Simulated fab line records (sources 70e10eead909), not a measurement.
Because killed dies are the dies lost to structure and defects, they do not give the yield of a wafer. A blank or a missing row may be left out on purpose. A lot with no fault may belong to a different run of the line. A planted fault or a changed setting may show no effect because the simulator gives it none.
Matching of chambers	flow nandHarc	NHARC_P_GATE_DEP_103 on pecvd-03: 3 sister chambers
The step deposits SiON, target thk 30 nm. 20 wafers are shown with their chamber, then 10 later ones without.

WAFERS, EACH WITH ITS CHAMBER
wafer	chamber	heaterPowerW (W)
L074.1	1	793
L074.5	0	653
L074.6	2	791
L077.3	0	675
L077.4	2	737
L077.5	1	828
L077.1	2	734
L077.2	1	850
L077.6	0	681
L088.3	0	638
L088.5	1	845
L088.6	0	656
L088.1	2	842
L088.2	1	844
L088.4	2	843
L090.1	1	818
L090.3	0	620
L090.5	0	618
L093.1	0	571
L093.3	2	832

SIGNATURES (averages over the wafers above)
reading	chamber 0	chamber 1	chamber 2	scatter within a chamber
heaterPowerW	639.00	829.67	796.50	37.8
Rule: for each reading, subtract the chamber's mean from the wafer's reading, divide by that reading's scatter and square the result; add these up over the readings and take the root, which gives the wafer's distance from the chamber. If the next closest chamber is less than 2 further off than the closest, the wafer can't be placed; otherwise it belongs to the closest. The scatter is the square root of a quotient: the sum, over the shown wafers, of each reading's squared deviation from its chamber's mean, divided by wafers minus chambers.

WAFERS MISSING THEIR CHAMBER
wafer	heaterPowerW (W)
L093.4	841
L094.1	711
L094.3	806
L094.6	796
L096.1	813
L096.2	571
L096.3	779
L096.4	774
L096.5	585
L096.6	842

WHICH CHAMBER EACH WENT THROUGH
wafer	from the rows above	in truth
L093.4	can't be placed: 1 or 2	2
L094.1	can't be placed: 0 or 2 or 1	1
L094.3	can't be placed: 2 or 1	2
L094.6	can't be placed: 2 or 1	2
L096.1	can't be placed: 2 or 1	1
L096.2	0	0
L096.3	can't be placed: 2 or 1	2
L096.4	can't be placed: 2 or 1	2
L096.5	0	0
L096.6	can't be placed: 1 or 2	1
Correct placement for 2 of the 10. These rows do not allow placing 8 (true chamber among the candidates in 8). Wrongly placed: 0.
